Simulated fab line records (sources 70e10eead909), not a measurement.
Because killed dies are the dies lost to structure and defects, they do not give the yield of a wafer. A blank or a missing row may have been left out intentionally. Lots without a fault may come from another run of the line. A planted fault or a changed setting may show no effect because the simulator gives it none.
Matching of chambers / flow nand_harc / NHARC_P_BONDPAD_DESCUM_11 on rie_diel-02 has 4 sister chambers
The step chemistry O2, time 3 s. 4 wafers are shown with their chamber, then 11 later ones without.

WAFERS, EACH WITH ITS CHAMBER
wafer=L991.2; chamber=1; showerhead_plenum_p_Torr (Torr)=1.87
wafer=L993.4; chamber=2; showerhead_plenum_p_Torr (Torr)=1.86
wafer=L993.6; chamber=3; showerhead_plenum_p_Torr (Torr)=2.03
wafer=L103.1; chamber=0; showerhead_plenum_p_Torr (Torr)=2.04

WAFERS MISSING THEIR CHAMBER
wafer=L103.2; showerhead_plenum_p_Torr (Torr)=1.86
wafer=L103.4; showerhead_plenum_p_Torr (Torr)=2.02
wafer=L102.2; showerhead_plenum_p_Torr (Torr)=1.87
wafer=L102.5; showerhead_plenum_p_Torr (Torr)=1.87
wafer=L102.6; showerhead_plenum_p_Torr (Torr)=2.04
wafer=L101.2; showerhead_plenum_p_Torr (Torr)=1.87
wafer=L101.3; showerhead_plenum_p_Torr (Torr)=2.02
wafer=L101.6; showerhead_plenum_p_Torr (Torr)=1.87
wafer=L105.1; showerhead_plenum_p_Torr (Torr)=2.02
wafer=L105.3; showerhead_plenum_p_Torr (Torr)=2.04
wafer=L105.4; showerhead_plenum_p_Torr (Torr)=1.86

WHICH CHAMBER EACH ONE RAN IN
wafer=L103.2; from the rows above=can't be placed: 2 or 1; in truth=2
wafer=L103.4; from the rows above=can't be placed: 3 or 0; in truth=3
wafer=L102.2; from the rows above=can't be placed: 1 or 2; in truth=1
wafer=L102.5; from the rows above=can't be placed: 1 or 2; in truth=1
wafer=L102.6; from the rows above=can't be placed: 0 or 3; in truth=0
wafer=L101.2; from the rows above=can't be placed: 1 or 2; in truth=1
wafer=L101.3; from the rows above=can't be placed: 3 or 0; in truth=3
wafer=L101.6; from the rows above=can't be placed: 1 or 2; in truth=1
wafer=L105.1; from the rows above=can't be placed: 3 or 0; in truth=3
wafer=L105.3; from the rows above=can't be placed: 0 or 3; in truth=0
wafer=L105.4; from the rows above=can't be placed: 2 or 1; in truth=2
Correct placement for 0 of the 11. Unplaceable from these rows: 11, with the true chamber sitting among the candidates in 11. Number placed wrongly: 0.
How it was worked out, from the rows above alone: a wafer's distance from a chamber is the root of the sum, over the readings, of the square of ((its reading less the chamber's mean) divided by the reading's scatter). If the next closest chamber is less than 2 further off than the closest, the wafer can't be placed; otherwise it belongs to the closest. A chamber's mean is the mean of its shown wafers. The scatter: root of mean squared gap, hidden wafer to nearest shown wafer, with one shown wafer a chamber.
